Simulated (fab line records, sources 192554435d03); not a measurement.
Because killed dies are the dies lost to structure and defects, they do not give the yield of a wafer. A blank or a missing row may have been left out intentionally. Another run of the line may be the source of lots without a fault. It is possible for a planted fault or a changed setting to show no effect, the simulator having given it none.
fab line records	flow n5Finfet
record lots=6	wafers=18	lastDay=18
route steps=1938 shown STI_FIN_REVEAL@184 DUMMY_GATE@212 BEOL_M4@1111 PASSIVATION@1936
lots untouched by any fault: they come from a run of this same line in which no faults occurred
startH: hours from the record's opening day to when the first of the lot's shown wafers began	waitH: time in hours since the lot's previous step	" identical to the entry in the row above	L1.1+2: a single row standing in for several wafers	- no value present, or no start provided	* or withheld: withheld	< > ~ a bound
route shown NAME@n: names a module that has steps shown in the file, with the first one's number in the route	usual: the fault-free wafers' mean and standard deviation	same: alike in all rows	chamber/n: place in a boat	sites: per-site readings	_std_site: the standard deviation of these	_edge_site: the outer-site mean with the inner-site mean subtracted	radiusMm: for every site, how far away it sits from the centre of the wafer	mask NAME#n: copy n	behind: the most recent tool/chamber to have shaped the wafer	hold: cause of the lot's hold/its duration in hours/its outcome	device: the transistor (n, p or np) that didn't switch	end of line: tests run on the same wafers once the route is complete	a step without rows: its recipe alone	killed: dies lost to structure and defects at the first sort, not the wafer's yield	map: dies across one wafer; x = killed, . = not, _ = none there
set.NAME: the setting that was run; set.NAME@STEP: the one run at that earlier step	model.NAME: the simulator's own value behind a step, which no gauge read
lots seen at some steps along the route; tables by step, rows by wafer
services: the hour from which a tool's chamber was out of use, counted from the record's first day as startH (under 0 if before that day), plus the number of hours and why
## steps
# step N5_STI_FIN_REVEAL_ALD_14
# recipe material=Si3N4	targetThkA=30	tempC=400	aldPrecursorFamily=SiH2I2	aldCoReactant=N2/H2-plasma	pressureTorr=2
# step N5_STI_FIN_REVEAL_FCVD_FILL_01
# recipe material=SiO2_flowable	targetThkA=3120	tempC=100	pressureTorr=0.8	rfW=2000	timeS=512.2
# step N5_STI_FIN_REVEAL_DENSIFY_02
# recipe tempC=650	ambient=steam	timeS=1800	idleTempC=400	densificationPH2oTorr=640
# step N5_STI_FIN_REVEAL_CMP_04
# recipe stopOn=Si3N4	tOverpolishS=4	downForcePsi=2	platenRpm=54.18	postCmpClean=alkalineBrush	padVelocityMS=1.078	targetThkNm=131.83
# usual motorCurrentA=8.2/0.69	overpolishRunS=4.000/0.0093	padLifeWafers=726/440	timeToEndpointS=107/4.4
lot.wafer	tool	chamber	startH	waitH	motorCurrentA	overpolishRunS	padLifeWafers	timeToEndpointS
L457.4	cmp-01	0	46.17	0.1	7.3	3.995	367	106
L457.1	"	2	"	"	8.3	4.015	369	104
L457.6	"	3	"	"	7.9	3.995	-	107
L458.1	cmp-01	3	51.48	0.1	8.1	3.992	421	103
L458.4	"	0	"	"	7.4	4.005	422	99
L458.2	"	1	"	"	7.3	3.994	423	102
L465.3	cmp-01	1	96.76	0.1	7.8	4.009	801	106
L465.5	"	2	"	"	8.0	4.010	-	105
L465.6	"	3	"	"	8.6	4.010	-	108
L466.1	cmp-01	0	100.31	0.0	7.5	3.997	828	112
L466.4	"	3	"	"	8.0	4.015	831	116
L466.6	"	1	"	"	7.9	4.002	-	113
L471.4	cmp-03	3	130.87	0.1	9.6	3.988	667	107
L471.3	"	0	"	"	8.0	4.016	668	113
L471.5	"	3	"	"	10.1	4.007	-	113
L478.2	cmp-01	1	175.14	0.0	7.6	4.017	1398	116
L478.4	"	0	"	"	7.9	3.992	1401	118
L478.6	"	2	"	"	8.4	4.003	-	112
# step N5_STI_FIN_REVEAL_THK_MEAS_05
# usual thkNm=132.5/1.2
lot.wafer	tool	chamber	startH	waitH	thkNm
L457.1	filmMetro-02	-	46.43	-	133.8
L457.4	"	-	"	"	131.7
L457.6	"	-	"	"	131.6
L458.1	filmMetro-02	-	51.73	-	131.7
L458.2	"	-	"	"	132.5
L458.4	"	-	"	"	132.8
L465.3	filmMetro-02	-	96.95	-	131.7
L465.5	"	-	"	"	132.7
L465.6	"	-	"	"	131.7
L466.1	filmMetro-02	-	100.61	-	134.5
L466.4	"	-	"	"	133.7
L466.6	"	-	"	"	134.2
L471.3	filmMetro-02	-	131.13	-	132.9
L471.4	"	-	"	"	132.7
L471.5	"	-	"	"	132.1
L478.2	filmMetro-01	-	175.43	-	134.5
L478.4	"	-	"	"	132.5
L478.6	"	-	"	"	134.0
# step N5_STI_FIN_REVEAL_DENSIFY_30
# recipe tempC=*	timeS=*	ambient=N2	idleTempC=600	rampUpCPerS=150	rampDownCPerS=60	coolToC=600
# usual lampPowerPct=11.53/0.056	lamp_zone_5_pct=11.535/0.019	wafer_temp_C_max=*
lot.wafer	tool	chamber	startH	waitH	lampPowerPct	lamp_zone_5_pct	wafer_temp_C_max
L457.1	rtpAnneal-01	0	46.74	0.3	11.48	11.543	*
L457.4	"	0	"	"	11.49	11.506	*
L457.6	"	0	"	"	11.59	11.514	*
L458.1	rtpAnneal-01	0	51.76	0.0	11.61	11.567	*
L458.2	"	0	"	"	11.45	11.533	*
L458.4	"	0	"	"	11.55	11.528	*
L465.3	rtpAnneal-02	0	97.03	0.1	11.51	11.505	*
L465.5	"	0	"	"	11.58	11.546	*
L465.6	"	0	"	"	11.53	11.544	*
L466.1	rtpAnneal-01	0	100.63	0.0	11.53	11.487	*
L466.4	"	0	"	"	11.45	11.489	*
L466.6	"	0	"	"	11.54	11.535	*
L471.3	rtpAnneal-01	0	131.22	0.1	11.54	11.564	*
L471.4	"	0	"	"	11.63	11.546	*
L471.5	"	0	"	"	11.55	11.564	*
L478.2	rtpAnneal-01	0	175.49	0.1	11.57	11.578	*
L478.4	"	0	"	"	11.53	11.551	*
L478.6	"	0	"	"	11.62	11.524	*
# step N5_STI_FIN_REVEAL_ETCHBACK_08
# recipe chemistry=C4F6/O2	target=SiO2	targetDepthA=305	timeS=10.167	ionEnergyEv=250	pressureMtorr=30	sourceW=345	biasW=185	Ar_flow_sccm=300	C4F6_flow_sccm=10	O2_flow_sccm=10
# usual drypumpMotorCurrentA=5.9/0.41	oes_o_777_au=0.75/0.061	oesProductAu=0.75/0.072	rfFwdPowerW=340.6/1.8	rfVppV=664/14	showerheadPlenumPTorr=2.85/0.09	throttleValvePct=21.17/0.16
lot.wafer	tool	chamber	startH	waitH	drypumpMotorCurrentA	oes_o_777_au	oesProductAu	rfFwdPowerW	rfHoursCounterH	rfVppV	showerheadPlenumPTorr	throttleValvePct
L457.1	rieDiel-03	2	46.95	0.2	5.5	0.71	0.70	341.6	197	650	2.82	21.12
L457.4	"	1	"	"	6.3	0.83	0.82	340.1	77	647	2.89	21.21
L457.6	"	2	"	"	5.5	0.71	0.71	341.9	-	649	2.82	21.13
L458.1	rieDiel-03	2	51.98	0.2	5.5	0.70	0.70	342.1	198	649	2.82	21.13
L458.2	"	3	"	"	5.9	0.75	0.75	341.5	156	648	2.85	20.87
L458.4	"	0	"	"	6.3	0.71	0.70	339.2	198	662	2.81	21.19
L465.3	rieDiel-05	3	97.20	0.1	6.5	0.73	0.74	341.9	173	672	2.96	21.43
L465.5	"	0	"	"	5.8	0.75	0.73	342.5	-	669	2.94	21.01
L465.6	"	1	"	"	5.2	0.75	0.72	341.3	-	669	2.95	21.39
L466.1	rieDiel-02	0	100.85	0.2	6.3	0.77	0.78	342.6	125	670	2.64	21.27
L466.4	"	3	"	"	5.9	0.88	0.91	341.2	20	657	2.77	21.13
L466.6	"	3	"	"	6.0	0.88	0.91	341.2	-	657	2.77	21.12
L471.3	rieDiel-03	3	131.69	0.4	5.9	0.73	0.74	341.1	178	648	2.84	20.94
L471.4	"	0	"	"	6.3	0.69	0.68	338.1	221	659	2.80	21.23
L471.5	"	0	"	"	6.2	0.70	0.68	336.7	-	660	2.80	21.20
L478.2	rieDiel-03	0	175.67	0.2	6.3	0.68	0.67	338.3	237	659	2.79	21.23
L478.4	"	1	"	"	6.4	0.78	0.77	339.8	119	646	2.87	21.26
L478.6	"	3	"	"	5.9	0.72	0.73	341.3	-	648	2.84	20.95
# step N5_STI_FIN_REVEAL_STRIP_24
# recipe chemistry=N2/H2	timeS=90	powerW=100	tempC=40	pressureMtorr=100	rfFrequencyHz=6e+07	biasPowerW=3	n2FlowSccm=300	h2FlowSccm=300
# usual drypumpMotorCurrentA=5.9/0.42	oesProductAu=0.75/0.074	rfVppV=45.1/0.88	showerheadPlenumPTorr=3.37/0.1	throttleValvePct=12.24/0.2
lot.wafer	tool	chamber	startH	waitH	drypumpMotorCurrentA	oesProductAu	rfHoursCounterH	rfVppV	showerheadPlenumPTorr	throttleValvePct
L457.1	rieDiel-03	2	46.99	0.0	5.5	0.70	197	42.9	3.33	12.24
L457.4	"	1	"	"	6.4	0.81	77	45.5	3.40	12.01
L457.6	"	2	"	"	5.5	0.69	-	45.7	3.33	12.23
L458.1	rieDiel-03	2	52.01	0.0	5.5	0.70	198	44.6	3.33	12.24
L458.2	"	3	"	"	6.0	0.75	156	45.2	3.39	12.08
L458.4	"	0	"	"	6.3	0.68	199	45.8	3.35	12.40
L465.3	rieDiel-05	3	97.23	0.0	6.5	0.72	173	46.2	3.51	12.59
L465.5	"	0	"	"	5.8	0.73	-	44.5	3.48	12.12
L465.6	"	1	"	"	5.1	0.71	-	44.2	3.49	12.43
L466.1	rieDiel-02	0	100.88	0.0	6.3	0.78	125	44.8	3.13	12.25
L466.4	"	3	"	"	6.0	0.90	20	45.8	3.29	11.99
L466.6	"	3	"	"	6.0	0.90	-	44.7	3.29	12.01
L471.3	rieDiel-03	3	131.73	0.0	6.0	0.73	178	44.3	3.38	12.12
L471.4	"	0	"	"	6.3	0.67	221	46.1	3.34	12.44
L471.5	"	0	"	"	6.3	0.68	-	44.3	3.34	12.42
L478.2	rieDiel-03	0	175.71	0.0	6.3	0.66	237	45.6	3.33	12.46
L478.4	"	1	"	"	6.3	0.76	119	46.4	3.38	12.13
L478.6	"	3	"	"	6.0	0.72	-	45.7	3.37	12.15
# step N5_STI_FIN_REVEAL_PRECLEAN_25
# recipe chemistry=SPM	timeS=90	tempC=120	mix=4:1
# step N5_STI_FIN_REVEAL_PRECLEAN_26
# recipe chemistry=SC1	timeS=45	tempC=46	mix=1:2:100
# step N5_STI_FIN_REVEAL_PRECLEAN_29
# recipe chemistry=DHF	timeS=30	tempC=25	dilution=300:1
# step N5_STI_FIN_REVEAL_SRD_12
# recipe timeS=30	tempC=23	rinseLiquid=diw	dry=ipaMarangoni
# step N5_STI_FIN_REVEAL_RECESS_09
# recipe chemistry=HF/NH3	target=SiO2	afsCycles=11	targetDepthA=425	tempC=30	sublimationTempC=180	sublimationTimeS=60
# usual drypumpMotorCurrentA=5.84/0.22	tempC=30.00/0.11
lot.wafer	tool	chamber	startH	waitH	drypumpMotorCurrentA	tempC
L457.1	vaporEtch-01	0	47.21	0.0	5.70	30.02
L457.4	"	1	"	"	5.58	29.92
L457.6	"	0	"	"	5.69	30.19
L458.1	vaporEtch-01	1	52.23	0.0	5.57	30.19
L458.2	"	0	"	"	5.69	29.86
L458.4	"	0	"	"	5.69	29.98
L465.3	vaporEtch-02	0	98.05	0.6	6.01	30.03
L465.5	"	1	"	"	6.11	30.02
L465.6	"	0	"	"	6.00	30.00
L466.1	vaporEtch-01	0	101.18	0.0	5.69	27.82
L466.4	"	1	"	"	5.54	30.09
L466.6	"	0	"	"	5.69	27.72
L471.3	vaporEtch-01	1	132.47	0.6	5.54	30.08
L471.4	"	0	"	"	5.69	27.63
L471.5	"	1	"	"	5.52	30.18
L478.2	vaporEtch-02	1	175.92	0.0	6.13	30.09
L478.4	"	0	"	"	6.01	29.90
L478.6	"	1	"	"	6.09	30.14
# step N5_STI_FIN_REVEAL_STRIP_16
# recipe chemistry=H3PO4	material=SiNx	tempC=165	targetDepthA=238	overetchFraction=0.4964	dry=ipaMarangoni
# step N5_STI_FIN_REVEAL_PRECLEAN_17
# recipe chemistry=NF3:NH3	afsCycles=1	tempC=30	timeS=20	sublimationTempC=180	sublimationTimeS=60	pressureTorr=3	rfPowerW=30
# step N5_STI_FIN_REVEAL_ETCH_34
# recipe chemistry=H2	mode=isotropic	material=Si	target=Si	targetDepthA=9.7	tempC=20	pressureMtorr=4.5	icpW=300	biasW=0	h2FlowSccm=7.5	heFlowSccm=142.5
# step N5_STI_FIN_REVEAL_OXIDATION_31
# recipe chemistry=O2_PLASMA_REMOTE	tempC=150	timeS=20	pressureMtorr=1000	sourcePowerW=2000	o2FlowSccm=3000
# step N5_STI_FIN_REVEAL_PRECLEAN_32
# recipe chemistry=NF3:NH3	afsCycles=1	tempC=30	timeS=20	sublimationTempC=180	sublimationTimeS=60	pressureTorr=3	rfPowerW=30
# step N5_STI_FIN_REVEAL_STRIP_35
# recipe chemistry=H3PO4	material=Si3N4	tempC=165	targetDepthA=40	timeS=39
# step N5_STI_FIN_REVEAL_SRD_21
# recipe dry=ipaMarangoni	timeS=30	tempC=23	rinseLiquid=diw
# step N5_STI_FIN_REVEAL_OXIDATION_33
# recipe chemistry=O2_PLASMA_REMOTE	tempC=150	timeS=20	pressureMtorr=1000	sourcePowerW=2000	o2FlowSccm=3000
# step N5_STI_FIN_REVEAL_CLEAN_19
# recipe chemistry=O3/DIW	tempC=25	timeS=120	o3Ppm=10
# step N5_STI_FIN_REVEAL_SRD_23
# recipe dry=ipaMarangoni	timeS=30	tempC=23	rinseLiquid=diw
# step N5_STI_FIN_REVEAL_CD_MEAS_22
# recipe targetCdNm=6.238	pitchNm=28	polarity=line
# usual cdNm=6.28/0.3
lot.wafer	tool	chamber	startH	waitH	cdNm
L457.1	cdSem-03	-	49.88	0.0	6.33
L457.4	"	-	"	"	6.03
L457.6	"	-	"	"	6.25
L458.1	cdSem-01	-	54.92	0.0	6.09
L458.2	"	-	"	"	5.88
L458.4	"	-	"	"	6.23
L465.3	cdSem-02	-	100.20	0.0	6.76
L465.5	"	-	"	"	6.47
L465.6	"	-	"	"	6.57
L466.1	cdSem-02	-	103.84	0.0	6.51
L466.4	"	-	"	"	6.68
L466.6	"	-	"	"	6.02
L471.3	cdSem-03	-	134.63	0.0	6.16
L471.4	"	-	"	"	6.47
L471.5	"	-	"	"	6.07
L478.2	cdSem-02	-	178.72	0.0	6.14
L478.4	"	-	"	"	6.32
L478.6	"	-	"	"	5.83
# step N5_STI_FIN_REVEAL_FIN_H_MEAS_10
# usual trenchDepthNm=52.0/0.78
lot.wafer	tool	chamber	startH	waitH	trenchDepthNm
L457.1	ocd-02	-	49.91	0.0	52.4
L457.4	"	-	"	"	52.1
L457.6	"	-	"	"	53.0
L458.1	ocd-01	-	54.95	0.0	52.1
L458.2	"	-	"	"	52.4
L458.4	"	-	"	"	51.3
L465.3	ocd-01	-	100.23	0.0	52.5
L465.5	"	-	"	"	52.0
L465.6	"	-	"	"	51.6
L466.1	ocd-02	-	103.87	0.0	54.8
L466.4	"	-	"	"	51.8
L466.6	"	-	"	"	55.4
L471.3	ocd-01	-	134.66	0.0	52.5
L471.4	"	-	"	"	54.9
L471.5	"	-	"	"	50.8
L478.2	ocd-02	-	178.75	0.0	51.9
L478.4	"	-	"	"	52.4
L478.6	"	-	"	"	53.7
# step N5_STI_FIN_REVEAL_PRECLEAN_18
# recipe chemistry=SC2	timeS=45	tempC=35	mix=1:1:50
# step N5_STI_FIN_REVEAL_SRD_28
# recipe dry=ipaMarangoni	timeS=30	tempC=23	rinseLiquid=diw
# step N5_STI_FIN_REVEAL_INSPECT_13
# recipe inspectInstrument=darkfield	mode=postClean
# usual rawDefectCount=12/5.2
lot.wafer	tool	chamber	startH	waitH	rawDefectCount
L457.1	defectInspect-01	-	50.00	0.0	17
L457.4	"	-	"	"	14
L457.6	"	-	"	"	13
L458.1	defectInspect-02	-	55.04	0.0	14
L458.2	"	-	"	"	14
L458.4	"	-	"	"	14
L465.3	defectInspect-02	-	100.36	0.0	8
L465.5	"	-	"	"	9
L465.6	"	-	"	"	11
L466.1	defectInspect-02	-	104.00	0.0	25
L466.4	"	-	"	"	20
L466.6	"	-	"	"	20
L471.3	defectInspect-01	-	134.74	0.0	10
L471.4	"	-	"	"	14
L471.5	"	-	"	"	14
L478.2	defectInspect-02	-	178.84	0.0	9
L478.4	"	-	"	"	23
L478.6	"	-	"	"	10
# step N5_DUMMY_GATE_PRECLEAN_00
# recipe chemistry=O3/DIW	timeS=60	tempC=22	o3Ppm=10
# step N5_DUMMY_GATE_SRD_01
# recipe timeS=30	tempC=23	rinseLiquid=diw	dry=ipaMarangoni
# step N5_DUMMY_GATE_ALD_02
# recipe material=SiO2	targetThkA=20	tempC=300	aldPrecursorFamily=BDEAS	aldCoReactant=O2-plasma	pulseTimeS=1	pressureTorr=2
# step N5_DUMMY_GATE_CVD_03
# recipe material=a-Si	targetThkA=1500	tempC=530	precursor=SiH4	timeS=8042
# step N5_DUMMY_GATE_PRECLEAN_46
# recipe chemistry=DIW	timeS=89.5	tempC=23
# step N5_DUMMY_GATE_SRD_47
# recipe dryTimeS=32	dry=n2Spin	spinRpm=1500
# step N5_DUMMY_GATE_CMP_04
# recipe material=a-Si	postCmpClean=alkalineBrush
# usual motorCurrentA=10.1/0.72	padLifeWafers=1290/420	timeToEndpointS=14.2/2.4
lot.wafer	tool	chamber	startH	waitH	motorCurrentA	padLifeWafers	timeToEndpointS
L457.1	cmp-02	2	54.01	0.1	9.2	950	13.9
L457.4	"	3	"	"	9.5	951	11.7
L457.6	"	0	"	"	10.4	-	14.9
L458.2	cmp-02	2	58.98	0.0	9.5	1002	16.8
L458.4	"	0	"	"	10.9	1004	17.7
L458.1	"	1	"	"	10.1	1005	16.0
L465.3	cmp-02	1	106.05	0.1	10.7	1304	10.4
L465.5	"	3	"	"	9.5	-	9.2
L465.6	"	0	"	"	10.5	-	15.5
L466.1	cmp-04	3	107.94	0.0	9.3	1710	10.8
L466.4	"	1	"	"	11.2	1712	11.9
L466.6	"	3	"	"	9.6	-	10.0
L471.4	cmp-02	3	139.21	0.0	9.2	1512	11.6
L471.3	"	0	"	"	9.7	1513	16.9
L471.5	"	0	"	"	10.5	-	14.7
L478.2	cmp-02	1	186.20	0.0	10.5	1908	11.9
L478.4	"	2	"	"	9.5	1909	15.6
L478.6	"	2	"	"	9.8	-	13.9
# step N5_DUMMY_GATE_THK_MEAS_05
# usual thkNm=72.0/1
lot.wafer	tool	chamber	startH	waitH	thkNm
L457.1	filmMetro-02	-	54.19	0.1	71.6
L457.4	"	-	"	"	70.5
L457.6	"	-	"	"	74.5
L458.1	filmMetro-02	-	59.22	0.1	71.8
L458.2	"	-	"	"	73.1
L458.4	"	-	"	"	73.3
L465.3	filmMetro-02	-	106.23	0.1	71.3
L465.5	"	-	"	"	70.9
L465.6	"	-	"	"	73.5
L466.1	filmMetro-01	-	108.18	0.2	71.0
L466.4	"	-	"	"	72.0
L466.6	"	-	"	"	71.4
L471.3	filmMetro-02	-	139.45	0.2	73.0
L471.4	"	-	"	"	70.4
L471.5	"	-	"	"	71.9
L478.2	filmMetro-01	-	186.44	0.2	72.4
L478.4	"	-	"	"	72.3
L478.6	"	-	"	"	71.9
# step N5_DUMMY_GATE_HM_DEP_06
# recipe material=SiNx	targetThkA=800	precursor=DCS/NH3	tempC=700	pressureMtorr=300	timeS=5141
# step N5_DUMMY_GATE_PECVD_30
# recipe material=SiO2	targetThkA=550	tempC=400	precursor=TEOS/O2	pressureTorr=6.5	rfW=withheld	teosFlowSccm=withheld	gas=O2	flowSccm=2650	timeS=10.8
# step N5_DUMMY_GATE_COAT_34
# recipe resist=SOC	tempC=250	timeS=60	spinRpm=1500	resistThkNm=60
# step N5_DUMMY_GATE_COAT_35
# recipe resist=SiARC	tempC=220	timeS=60	spinRpm=1500	resistThkNm=10
# step N5_DUMMY_GATE_COAT_28
# recipe resist=underlayer	tempC=205	timeS=60	spinRpm=1500	resistThkNm=10
# step N5_DUMMY_GATE_COAT_09
# recipe resist=CAR-EUV	spinRpm=1500	resistThkNm=30
# step N5_BEOL_M4_RC_MEAS_101
# usual DIBL_N=35.9/1.8	DIBL_P=36.2/2	IOFF_N=0.16/0.031	IOFF_P=0.22/0.041	ION_N=676/11	ION_P=465/8.5	SS_N=71.4/0.64	SS_P=73.2/0.7	VT_N=250/3.5	VT_P=-250/3.9
lot.wafer	tool	chamber	startH	waitH	DIBL_N[mV/V]	DIBL_P[mV/V]	IOFF_N[nA/um]	IOFF_P[nA/um]	ION_N[uA/um]	ION_P[uA/um]	SS_N[mV/dec]	SS_P[mV/dec]	VT_N[mV]	VT_P[mV]
L457.1	prober-02	0	182.20	0.0	35.6	36.2	0.16	0.19	670	462	71.8	72.7	249	-255
L457.4	"	0	"	"	33.7	33.2	0.12	0.16	659	452	70.6	72.3	253	-252
L457.6	"	0	"	"	35.3	34.7	0.15	0.18	677	459	71.3	72.7	248	-253
L458.1	prober-02	0	188.71	0.0	34.4	35.2	0.13	0.18	674	464	71.2	72.7	254	-251
L458.2	"	0	"	"	30.5	31.1	0.08	0.13	646	454	70.4	71.8	260	-251
L458.4	"	0	"	"	35.5	37.5	0.16	0.21	665	466	71.9	74.1	251	-247
L465.3	prober-01	0	238.61	0.3	38.1	39.1	0.19	0.25	696	480	72.8	73.9	247	-248
L465.5	"	0	"	"	37.9	38.7	0.17	0.24	683	469	71.5	73.7	247	-252
L465.6	"	0	"	"	37.4	37.7	0.16	0.22	686	466	72.1	73.1	248	-247
L466.1	prober-01	0	242.09	0.0	37.6	37.7	0.19	0.25	726	495	71.1	74.2	247	-249
L466.4	"	0	"	"	37.5	37.0	0.19	0.24	686	475	71.9	73.3	246	-251
L466.6	"	0	"	"	35.9	35.8	0.16	0.21	710	492	71.5	73.8	249	-250
L471.3	prober-01	0	266.87	0.3	35.1	33.6	0.14	0.18	674	462	70.8	73.1	248	-253
L471.4	"	0	"	"	38.1	37.6	0.21	0.26	721	487	72.5	74.0	244	-247
L471.5	"	0	"	"	35.3	33.9	0.14	0.19	664	452	71.1	72.4	249	-250
L478.2	prober-02	0	321.27	0.2	38.6	38.9	0.17	0.19	665	449	71.3	73.4	251	-254
L478.4	"	0	"	"	34.5	34.8	0.11	0.14	645	443	70.4	72.2	254	-258
L478.6	"	0	"	"	32.4	31.9	0.09	0.12	651	448	70.3	71.7	259	-260
# step N5_PASSIVATION_PROBE_49
# usual defectLimitedYield=91.3/1.3	killed_at_M0_to_M3=35/9.3	killed_at_M4_up=14/5.2	killedAtContacts=12/5.9	killedAtFrontEnd=38/11	killedAtOther=4/3.7	killedDies=103/15	killedOpen=67/12	killedShort=34/8	sort_bin_5_function=5.1/0.88	sort_bin_6_memory=3.3/0.65	sort_bin_8_speed=0.00/0.03	sortNPass=1077/15	sortYieldPct=91.3/1.3
# same grossDies=1180	killedAtBackSide=0	sort_bin_4_leakage[%]=0
lot.wafer	tool	chamber	startH	waitH	defectLimitedYield[%]	killed_at_M0_to_M3	killed_at_M4_up	killedAtContacts	killedAtFrontEnd	killedAtOther	killedDies	killedOpen	killedShort	sort_bin_5_function[%]	sort_bin_6_memory[%]	sort_bin_8_speed[%]	sortNPass	sortYieldPct[%]
L457.1	prober-02	-	297.37	0.0	92.3	32	15	15	27	2	91	61	28	3.9	3.5	0	1089	92.3
L457.4	prober-02	-	297.52	0.2	91.9	36	21	15	18	5	95	74	20	5.0	2.7	0	1085	91.9
L457.6	prober-02	-	297.62	0.3	92.0	34	13	9	33	5	94	58	36	4.4	3.0	0	1086	92.0
L466.1	prober-02	-	361.28	0.0	90.8	24	23	12	47	2	108	75	33	5.1	3.6	0	1072	90.8
L466.4	prober-02	-	361.43	0.2	89.8	34	11	7	59	9	120	89	31	6.6	3.2	0	1060	89.8
L466.6	prober-02	-	361.53	0.3	91.4	20	16	4	51	10	101	68	29	5.0	2.9	0	1079	91.4
L471.3	prober-02	-	382.68	0.1	93.6	30	7	7	29	3	76	45	28	3.6	2.5	0	1104	93.6
L471.4	prober-02	-	382.73	0.2	89.7	44	23	19	33	3	122	89	31	6.2	4.2	0	1058	89.7
L471.5	prober-02	-	382.78	0.2	88.8	47	9	14	59	3	132	79	51	6.9	3.6	0	1048	88.8
# killed by level:class
L457.1 STI_FIN_REVEAL:geometricParticle:open=14 MOL_CONTACT_COAG:geometricParticle:open=13 BEOL_M0_SAQP:geometricParticle:short=12 BEOL_M0_SAQP:geometricParticle:open=10 BEOL_M4:geometricParticle:open=8 BEOL_M3:geometricParticle:open=6 BEOL_M0:geometricParticle:open=3 FIN_SAQP:geometricParticle:short=2
L457.4 BEOL_M4:geometricParticle:open=14 MOL_CONTACT_COAG:geometricParticle:open=13 BEOL_M3:geometricParticle:open=11 BEOL_M0_SAQP:geometricParticle:open=10 BEOL_M0_SAQP:geometricParticle:short=8 STI_FIN_REVEAL:geometricParticle:open=7 DUMMY_GATE:geometricParticle:open=3 BEOL_M4:geometricParticle:short=3
L457.6 BEOL_M0_SAQP:geometricParticle:open=16 STI_FIN_REVEAL:geometricParticle:open=11 BEOL_M0_SAQP:geometricParticle:short=11 FIN_SAQP:geometricParticle:short=9 BEOL_M4:geometricParticle:open=7 MOL_CONTACT_COAG:geometricParticle:open=6 DUMMY_GATE:geometricParticle:open=4 MOL_CONTACT_COAG:geometricParticle:short=3
L466.1 STI_FIN_REVEAL:geometricParticle:open=12 MOL_CONTACT_COAG:geometricParticle:open=11 BEOL_M5:geometricParticle:open=9 FIN_SAQP:geometricParticle:open=7 DUMMY_GATE:geometricParticle:open=7 GATE_CUT:geometricParticle:short=7 BEOL_M0_SAQP:geometricParticle:open=5 BEOL_M1:geometricParticle:open=5
L466.4 FIN_SAQP:geometricParticle:open=20 STI_FIN_REVEAL:geometricParticle:open=14 BEOL_M0:geometricParticle:open=8 BEOL_M0_SAQP:geometricParticle:open=8 BEOL_M2:geometricParticle:open=8 MOL_CONTACT_COAG:geometricParticle:open=6 DUMMY_GATE:geometricParticle:open=6 FIN_SAQP:geometricParticle:short=5
L466.6 FIN_SAQP:geometricParticle:open=14 DUMMY_GATE:geometricParticle:open=8 STI_FIN_REVEAL:geometricParticle:open=7 BEOL_M0_SAQP:geometricParticle:short=7 BEOL_M4:geometricParticle:open=6 PAD_METAL:geometricParticle:open=6 BEOL_M0_SAQP:geometricParticle:open=5 BEOL_M0:geometricParticle:open=4
L471.3 STI_FIN_REVEAL:geometricParticle:open=10 BEOL_M0_SAQP:geometricParticle:short=9 BEOL_M0_SAQP:geometricParticle:open=8 MOL_CONTACT_COAG:geometricParticle:open=5 BEOL_M0:geometricParticle:short=5 FIN_SAQP:geometricParticle:short=4 BEOL_M2:geometricParticle:open=4 FIN_SAQP:geometricParticle:open=3
L471.4 MOL_CONTACT_COAG:geometricParticle:open=18 BEOL_M0_SAQP:geometricParticle:open=15 BEOL_M0_SAQP:geometricParticle:short=10 STI_FIN_REVEAL:geometricParticle:open=8 BEOL_M1:geometricParticle:open=8 BEOL_M4:geometricParticle:open=8 BEOL_M5:geometricParticle:open=7 FIN_SAQP:geometricParticle:open=5
L471.5 STI_FIN_REVEAL:geometricParticle:open=16 BEOL_M0_SAQP:geometricParticle:short=16 FIN_SAQP:geometricParticle:open=12 MOL_CONTACT_COAG:geometricParticle:open=12 BEOL_M3:geometricParticle:open=12 FIN_SAQP:geometricParticle:short=8 BEOL_M0_SAQP:geometricParticle:open=6 BEOL_M5:geometricParticle:open=6
## services
tool	chamber	startH	hours	kind
rieDiel-02	-	35.71	0.4	repair
cmp-03	-	38.57	4.0	pm
cmp-03	-	42.57	-	consumableReplace:conditioner
cmp-03	-	45.16	5.6	pm
cmp-04	-	53.12	2.1	pm
cmp-01	-	66.62	1.7	repair
cmp-04	-	68.42	4.2	repair
cmp-02	-	74.21	4.6	pm
cmp-02	-	79.54	1.6	repair
vaporEtch-01	1	87.46	3.2	repair
cmp-04	-	106.64	0.4	repair
rieDiel-05	2	109.16	-	clean
rieDiel-05	2	109.16	-	consumableReplace:focusRing
rieDiel-05	2	109.16	22.5	scheduledDown
rieDiel-05	2	109.16	22.5	ventCycle
cmp-02	-	122.65	1.1	repair
cmp-02	-	141.44	0.3	repair
rieDiel-05	1	141.45	1.7	repair
cmp-01	-	145.89	1.5	repair
cmp-04	-	152.45	4.0	pm
vaporEtch-02	-	152.97	2.8	pm
vaporEtch-02	-	160.03	0.9	repair
rtpAnneal-02	-	172.88	68.0	pm
vaporEtch-01	0	183.39	5.4	repair
## key
firstSign step=N5_STI_FIN_REVEAL_RECESS_09	reading=tempC	direction=down	sigmas=20	usual=*	struck=*
effect step=N5_STI_FIN_REVEAL_FIN_H_MEAS_10	reading=trenchDepthNm	direction=up	sigmas=3.9	usual=52.0	struck=55.1
effect step=N5_BEOL_M4_RC_MEAS_101	reading=ION_N	direction=up	sigmas=3.7	usual=676	struck=719
effect step=N5_BEOL_M4_RC_MEAS_101	reading=ION_P	direction=up	sigmas=3.1	usual=465	struck=491
metAt N5_STI_FIN_REVEAL_RECESS_09
struckWafers L466.1,L466.6,L471.4
onsetBetween 52.23 101.18
fault kind=processParameterDrift	tool=vaporEtch-01	chamber=0	onsetH=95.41	steps=N5_STI_FIN_REVEAL_RECESS_09	channel=tempC	offset=*	shape=step	endH=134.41	actsIn=*	stated=*
